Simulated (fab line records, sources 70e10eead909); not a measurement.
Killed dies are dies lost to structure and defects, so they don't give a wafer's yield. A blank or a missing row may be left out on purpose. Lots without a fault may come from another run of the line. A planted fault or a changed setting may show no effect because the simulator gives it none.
Which tool did it? | flow nand_harc | 13 lots, 34 wafers sampled, at 5 steps of a route of 1302

WHAT THE GAUGES READ, wafer by wafer
NHARC_END_SORT_01. Usual: killed_at_array 52, standard deviation 19; killed_at_other 1.0, standard deviation 1.2; killed_at_periphery 4.1, standard deviation 2.8; killed_dies 57, standard deviation 19; killed_open 3.1, standard deviation 1.7; killed_short 2.5, standard deviation 1.5.
lot  | measured     | on        | killed_at_array | killed_at_other | killed_at_periphery | killed_dies | killed_open | killed_short | flag
L438 | day 27 01:58 | prober-02 | 58              | 1               | 0                   | 59          | 4           | 0            |

WHICH TOOL RAN EACH LOT (tool, then ch and the chambers of the sampled wafers, then the start)
lot  | NHARC_A_CONTACT_DESCUM_74          | NHARC_A_CONTACT_ETCH_77            | NHARC_A_CONTACT_ETCH_124             | NHARC_A_CONTACT_ETCH_132
L434 | rie_diel-08 ch 2,3, day 22 11:44   | rie_diel-08 ch 0,3, day 22 12:15   | har_cap_etch-02 ch 0,1, day 22 13:19 | har_cap_etch-02 ch 0,1, day 22 14:44
L435 | rie_diel-05 ch 0,1,3, day 22 16:46 | rie_diel-05 ch 0,1, day 22 17:16   | har_cap_etch-03 ch 1, day 22 18:19   | har_cap_etch-03 ch 1, day 22 20:20
L436 | rie_diel-08 ch 0,2, day 22 18:42   | rie_diel-08 ch 0,1,2, day 22 19:14 | har_cap_etch-01 ch 0,1, day 22 20:16 | har_cap_etch-01 ch 0,1, day 22 21:42
L438 | rie_diel-05 ch 0,1, day 24 16:52   | rie_diel-05 ch 0,1, day 24 17:32   | har_cap_etch-03 ch 1, day 24 18:39   | har_cap_etch-03 ch 1, day 24 20:05
L441 | rie_diel-05 ch 0, day 26 04:48     | rie_diel-05 ch 2, day 26 05:19     | har_cap_etch-02 ch 0, day 26 06:26   | har_cap_etch-02 ch 0, day 26 07:51
L443 | rie_diel-05 ch 0, day 26 06:43     | rie_diel-05 ch 0, day 26 07:14     | har_cap_etch-03 ch 1, day 26 08:17   | har_cap_etch-03 ch 1, day 26 09:44
L447 | rie_diel-08 ch 0,1,2, day 27 10:52 | rie_diel-08 ch 0,1,3, day 27 11:23 | har_cap_etch-03 ch 0,1, day 27 12:24 | har_cap_etch-03 ch 0,1, day 27 13:50
L446 | rie_diel-08 ch 0,1,2, day 27 14:16 | rie_diel-08 ch 1,2,3, day 27 14:47 | har_cap_etch-02 ch 0,1, day 27 15:52 | har_cap_etch-02 ch 0,1, day 27 17:17
L449 | rie_diel-08 ch 1,2,3, day 28 13:31 | rie_diel-08 ch 1,2,3, day 28 14:02 | har_cap_etch-02 ch 0,1, day 28 15:02 | har_cap_etch-02 ch 0,1, day 28 16:29
L452 | rie_diel-12 ch 2,3, day 29 21:55   | rie_diel-12 ch 0,1,3, day 29 22:26 | har_cap_etch-01 ch 0,1, day 29 23:32 | har_cap_etch-01 ch 0,1, day 30 00:58
L450 | rie_diel-08 ch 1,2,3, day 29 23:23 | rie_diel-08 ch 0,2,3, day 29 23:55 | har_cap_etch-03 ch 1, day 30 00:58   | har_cap_etch-03 ch 1, day 30 02:53
L453 | rie_diel-05 ch 0,1,2, day 30 13:04 | rie_diel-05 ch 0,1,3, day 30 13:35 | har_cap_etch-03 ch 0,1, day 30 14:38 | har_cap_etch-03 ch 0,1, day 30 16:34
L455 | rie_diel-05 ch 0,1,2, day 31 04:19 | rie_diel-05 ch 1,2, day 31 05:07   | har_cap_etch-03 ch 0,1, day 31 06:16 | har_cap_etch-03 ch 0,1, day 31 08:10
- NHARC_A_CONTACT_DESCUM_74: chemistry O2, time 3 s.
- NHARC_A_CONTACT_ETCH_77: etches the open film in CF4/CHF3, target depth 108.9 nm, time 54.5 s.
- NHARC_A_CONTACT_ETCH_124: etches the open film in C4F8/O2/Ar, time 140 s, target depth 700 nm.
- NHARC_A_CONTACT_ETCH_132: etches the open film in C4F8/O2/Ar, time 197 s, target depth 1924 nm.

WHAT THE TOOLS THEMSELVES READ (means of the sampled wafers that have a number; where no wafer has one, the mark that the record gives instead)
NHARC_A_CONTACT_DESCUM_74. Usual: drypump_motor_current_A 5.92 A, standard deviation 0.27; oes_product_au 0.997 a.u., standard deviation 0.011; rf_vpp_V 57.6 V, standard deviation 0.87; showerhead_plenum_p_Torr 1.87 Torr, standard deviation 0.061; throttle_valve_pct 11.309 %, standard deviation 0.01.
lot  | tool        | drypump_motor_current_A (A) | oes_product_au (a.u.) | rf_vpp_V (V) | showerhead_plenum_p_Torr (Torr) | throttle_valve_pct (%) | flag
L434 | rie_diel-08 | 5.85                        | 0.998                 | 58.5         | 1.84                            | 11.296                 |
L435 | rie_diel-05 | 5.74                        | 0.984                 | 58.1         | 1.82                            | 11.307                 |
L436 | rie_diel-08 | 6.25                        | 0.991                 | 57.4         | 1.94                            | 11.314                 |
L438 | rie_diel-05 | 5.74                        | 0.992                 | 57.0         | 1.81                            | 11.300                 |
L441 | rie_diel-05 | 5.40                        | 1.013                 | 58.6         | 1.85                            | 11.325                 |
L443 | rie_diel-05 | 5.43                        | 1.000                 | 57.1         | 1.85                            | 11.304                 |
L447 | rie_diel-08 | 6.14                        | 0.991                 | 57.9         | 1.92                            | 11.309                 |
L446 | rie_diel-08 | 6.16                        | 0.996                 | 58.2         | 1.92                            | 11.312                 |
L449 | rie_diel-08 | 6.01                        | 0.996                 | 57.7         | 1.88                            | 11.309                 |
L452 | rie_diel-12 | 5.65                        | 0.981                 | 57.9         | 1.82                            | 11.314                 |
L450 | rie_diel-08 | 6.00                        | 0.996                 | 57.3         | 1.88                            | 11.299                 |
L453 | rie_diel-05 | 5.85                        | 1.011                 | 57.5         | 1.82                            | 11.312                 |
L455 | rie_diel-05 | 5.86                        | 1.008                 | 57.4         | 1.82                            | 11.303                 |

NHARC_A_CONTACT_ETCH_77. Usual: chf3_flow_sccm 29.99 sccm, standard deviation 0.082; drypump_motor_current_A 5.92 A, standard deviation 0.26; oes_product_au 0.938 a.u., standard deviation 0.023; rf_vpp_V 369.5 V, standard deviation 1.9; showerhead_plenum_p_Torr 1.54 Torr, standard deviation 0.046; throttle_valve_pct 16.802 %, standard deviation 0.0095.
lot  | tool        | chf3_flow_sccm (sccm) | drypump_motor_current_A (A) | oes_product_au (a.u.) | rf_vpp_V (V) | showerhead_plenum_p_Torr (Torr) | throttle_valve_pct (%) | flag
L434 | rie_diel-08 | 30.02                 | 5.90                        | 0.955                 | 370.6        | 1.55                            | 16.804                 |
L435 | rie_diel-05 | 30.03                 | 5.85                        | 0.915                 | 367.8        | 1.49                            | 16.795                 |
L436 | rie_diel-08 | 29.95                 | 6.14                        | 0.924                 | 371.3        | 1.59                            | 16.798                 |
L438 | rie_diel-05 | 29.85                 | 5.74                        | 0.840                 | 367.9        | 1.50                            | 16.798                 | OFF
L441 | rie_diel-05 | 30.07                 | 6.07                        | 0.981                 | 369.9        | 1.54                            | 16.810                 |
L443 | rie_diel-05 | 30.01                 | 5.40                        | 0.958                 | 368.1        | 1.52                            | 16.783                 |
L447 | rie_diel-08 | 30.07                 | 5.90                        | 0.921                 | 369.1        | 1.54                            | 16.807                 |
L446 | rie_diel-08 | 29.91                 | 6.01                        | 0.919                 | 370.2        | 1.54                            | 16.810                 |
L449 | rie_diel-08 | 30.00                 | 6.01                        | 0.918                 | 370.5        | 1.54                            | 16.802                 |
L452 | rie_diel-12 | 30.01                 | 5.75                        | 0.956                 | 368.4        | 1.51                            | 16.798                 |
L450 | rie_diel-08 | 30.01                 | 6.00                        | 0.956                 | 369.7        | 1.55                            | 16.800                 |
L453 | rie_diel-05 | 29.97                 | 5.73                        | 0.917                 | 367.0        | 1.49                            | 16.799                 |
L455 | rie_diel-05 | 29.97                 | 6.07                        | 0.927                 | 368.9        | 1.51                            | 16.802                 |

THE ANSWER, worked out from the rows above alone
Rule: a lot is off if the mean of its wafers that have a number lies more than 3 standard deviations from the usual mean. A lot without any number at a reading at which 4 lots or more have one is off too. The other lots that the step has rows for count as sound. The gauges are gone through in route order, then the tools' own readings, and for those a lot's mean is taken as printed above. The first step at which some lot is off is used, and at that step the reading that is off furthest; a lot without a number counts as furthest.
Off: L438, at NHARC_A_CONTACT_ETCH_77 (oes_product_au).
A tool fits if, at that step or a process step before it, it ran every lot that is off, and no sound lot after the first of them. None of those tried fits.

WHAT THE SIMULATOR HAD PUT IN
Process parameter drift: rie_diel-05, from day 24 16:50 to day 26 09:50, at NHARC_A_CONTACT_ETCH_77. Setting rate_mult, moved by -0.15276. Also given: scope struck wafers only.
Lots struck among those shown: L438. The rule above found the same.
